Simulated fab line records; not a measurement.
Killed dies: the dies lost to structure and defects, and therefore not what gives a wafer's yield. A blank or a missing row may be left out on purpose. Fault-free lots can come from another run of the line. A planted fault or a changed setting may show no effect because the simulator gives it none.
Chamber matching | flow n5_finfet | N5_SPACER0_ALD_08 on ald_sin-02: 4 sister chambers
The step deposits SiNx, target thk 2 nm. 8 wafers are shown with their chamber, then 7 later ones without.

WAFERS, EACH WITH ITS CHAMBER
wafer  | chamber | heater_power_w (W)
L078.1 | 2       | 775
L078.6 | 1       | 912
L080.1 | 1       | 923
L081.2 | 3       | 865
L081.3 | 0       | 705
L081.4 | 2       | 756
L086.2 | 3       | 870
L086.4 | 0       | 722

WAFERS MISSING THEIR CHAMBER
wafer  | heater_power_w (W)
L086.6 | 873
L094.4 | 766
L094.5 | 876
L094.6 | 792
L096.2 | 847
L096.3 | 796
L096.4 | 940

CHAMBER TAKEN BY EACH
wafer  | from the rows above | in truth
L086.6 | 3                   | 3
L094.4 | 2                   | 2
L094.5 | 3                   | 3
L094.6 | 2                   | 2
L096.2 | 3                   | 3
L096.3 | 2                   | 2
L096.4 | 1                   | 1
Placed correctly: 7 of 7. Can't be placed from these rows: 0. Placed wrongly: 0.
How it was worked out, from the rows above alone: a wafer's distance from a chamber is the root of the sum, over the readings, of the square of ((its reading less the chamber's mean) divided by the reading's scatter). The wafer belongs to the nearest chamber; if the next one is less than 2 further off, it can't be placed. Each chamber's mean is taken over the wafers shown for it. How the scatter is found: for the shown wafers, subtract from each reading the mean of its chamber, square and add these, divide the total by (wafers less chambers), then take the root.
